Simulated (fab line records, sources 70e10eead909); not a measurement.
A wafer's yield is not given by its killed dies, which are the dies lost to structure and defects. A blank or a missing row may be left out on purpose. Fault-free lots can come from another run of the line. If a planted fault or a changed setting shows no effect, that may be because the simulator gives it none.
Comparing a struck lot with a sound one | flow nand_harc | 16 steps out of a route of 1302
Sound: these wafers, L352.3, L352.4, L352.6. The struck wafers were L358.1, L358.3, L358.6. At the end, the cause is stated.
Each step with rows lists, per side, the tool, then ch with its chambers, then its first start. Under that, the readings that differ: sound wafers | struck wafers | difference of the means | sigmas: that difference in standard deviations of wafers without a fault.
alike: readings whose means differ by less than 2 such deviations, and words and numbers that are the same on both sides. not compared: withheld readings, readings that some wafer has no value for, bounds like >300 that may hide the same value, and numbers for which the record gives no deviation and whose values overlap.
The two part at a step that has a row with sigmas, a row that says differs or no value, or rows on one side only. Numbers that have no deviation but don't overlap get no sigmas and don't part them. A reading that every wafer of one side lacks parts them only if that side has two wafers or more.

NHARC_A_ONON_D2_THK_MEAS_02: measures by ellipsometry.
  sound on film_metro-01, day 14 10:57; struck on film_metro-01, day 16 16:12
  alike: thk_nm
then, 1 step without rows for these wafers: NHARC_A_ONON_D2_DEP_03 (target thk 1000 nm).
NHARC_A_ONON_D2_THK_MEAS_05: measures by ellipsometry.
  sound on film_metro-02, day 14 11:32; struck on film_metro-01, day 16 16:46
  alike: thk_nm
then, 1 step without rows for these wafers: NHARC_A_ONON_D2_DEP_06 (target thk 1000 nm).
NHARC_A_ONON_D2_THK_MEAS_08: measures by ellipsometry.
  sound on film_metro-01, day 14 12:05; struck on film_metro-01, day 16 17:20
  alike: thk_nm
then, 1 step without rows for these wafers: NHARC_A_ONON_D2_DEP_09 (target thk 1000 nm).
NHARC_A_ONON_D2_THK_MEAS_11: measures by ellipsometry.
  sound on film_metro-02, day 14 12:40; struck on film_metro-01, day 16 17:54
  alike: thk_nm
then, 1 step without rows for these wafers: NHARC_A_ONON_D2_DEP_12 (target thk 1000 nm).
NHARC_A_ONON_D2_THK_MEAS_14: measures by ellipsometry.
  sound on film_metro-01, day 14 13:13; struck on film_metro-01, day 16 18:28
  reading     | sound       | struck         | difference | sigmas
  thk_nm (nm) | 996 998 997 | 1031 1028 1028 | +32        | +3
then, 2 steps without rows for these wafers: NHARC_A_ONON_D2_ANNEAL_15 (time 3600 s); NHARC_A_ONON_D2_DEP_16 (target thk 1000 nm).
NHARC_A_ONON_D2_THK_MEAS_18: measures by ellipsometry.
  sound on film_metro-02, day 14 20:41; struck on film_metro-01, day 17 03:39
  reading     | sound          | struck      | difference | sigmas
  thk_nm (nm) | 1000 1000 1001 | 975 976 975 | -25        | -2
NHARC_A_ONON_D2_DEP_19: target thk 1000 nm.
  sound on pecvd_onon-03 ch 0, day 14 20:52; struck on pecvd_onon-03 ch 0, day 17 03:42
NHARC_A_ONON_D2_THK_MEAS_21: measures by ellipsometry.
  sound on film_metro-02, day 14 21:15; struck on film_metro-02, day 17 04:13
  reading     | sound       | struck      | difference | sigmas
  thk_nm (nm) | 977 981 979 | 937 934 935 | -44        | -5
then, 1 step without rows for these wafers: NHARC_A_ONON_D2_DEP_22 (target thk 1000 nm).
-- break in the record here, with 12 days between the starts of the struck wafers on either side (left off in module A_ONON_D2, picked up again in module END, where the first step shown is number 1302 on the route) --
NHARC_END_SORT_01:
  only the struck wafers appear in the record here, on prober-02 ch 0 at day 29 11:52; the sound ones have no rows

== WHERE THEY PART ==
First at NHARC_A_ONON_D2_THK_MEAS_14; last, within this record, at NHARC_END_SORT_01.

WHY: what the simulator had put in
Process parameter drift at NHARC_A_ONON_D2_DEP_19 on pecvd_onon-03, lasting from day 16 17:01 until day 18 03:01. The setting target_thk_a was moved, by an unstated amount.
